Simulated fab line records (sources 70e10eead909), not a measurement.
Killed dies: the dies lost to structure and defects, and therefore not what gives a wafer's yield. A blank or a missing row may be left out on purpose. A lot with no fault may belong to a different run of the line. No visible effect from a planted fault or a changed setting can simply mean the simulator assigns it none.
Matching of chambers / flow nand harc / 4 sister chambers for NHARC_A_CHANNEL_FILL_D1_ALD_25 on ald hk-03
The step deposits SiOx, target thk 60 nm, pulse time 10 s, ald cycles 600. 4 wafers are shown with their chamber, then 8 later ones without.

== EACH WAFER AND ITS CHAMBER ==
wafer=L348.1; chamber=2; heater power w (W)=560
wafer=L348.3; chamber=0; heater power w (W)=419
wafer=L348.4; chamber=1; heater power w (W)=482
wafer=L350.3; chamber=3; heater power w (W)=584

== WAFERS WITH NO CHAMBER GIVEN ==
wafer=L350.1; heater power w (W)=541
wafer=L350.4; heater power w (W)=497
wafer=L354.1; heater power w (W)=563
wafer=L354.4; heater power w (W)=438
wafer=L354.6; heater power w (W)=585
wafer=L357.2; heater power w (W)=460
wafer=L357.3; heater power w (W)=577
wafer=L357.4; heater power w (W)=428

== WHICH CHAMBER EACH WENT THROUGH ==
wafer=L350.1; from the rows above=can't be placed: 2 or 3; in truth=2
wafer=L350.4; from the rows above=1; in truth=1
wafer=L354.1; from the rows above=can't be placed: 2 or 3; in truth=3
wafer=L354.4; from the rows above=can't be placed: 0 or 1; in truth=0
wafer=L354.6; from the rows above=can't be placed: 3 or 2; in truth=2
wafer=L357.2; from the rows above=can't be placed: 1 or 0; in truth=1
wafer=L357.3; from the rows above=can't be placed: 3 or 2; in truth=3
wafer=L357.4; from the rows above=0; in truth=0
Correctly placed: 2 of 8. Not placeable from these rows: 6 (in 6, the candidates include the true chamber). 0 placed wrongly.
How it was worked out, from the rows above alone: a wafer's distance from a chamber is the root of the sum, over the readings, of the square of ((its reading less the chamber's mean) divided by the reading's scatter). If the next closest chamber is less than 2 further off than the closest, the wafer can't be placed; otherwise it belongs to the closest. Each chamber's mean is taken over the wafers shown for it. The scatter (one wafer shown for each chamber): square how far every hidden wafer sits from the nearest shown wafer, average those squares and take the square root.
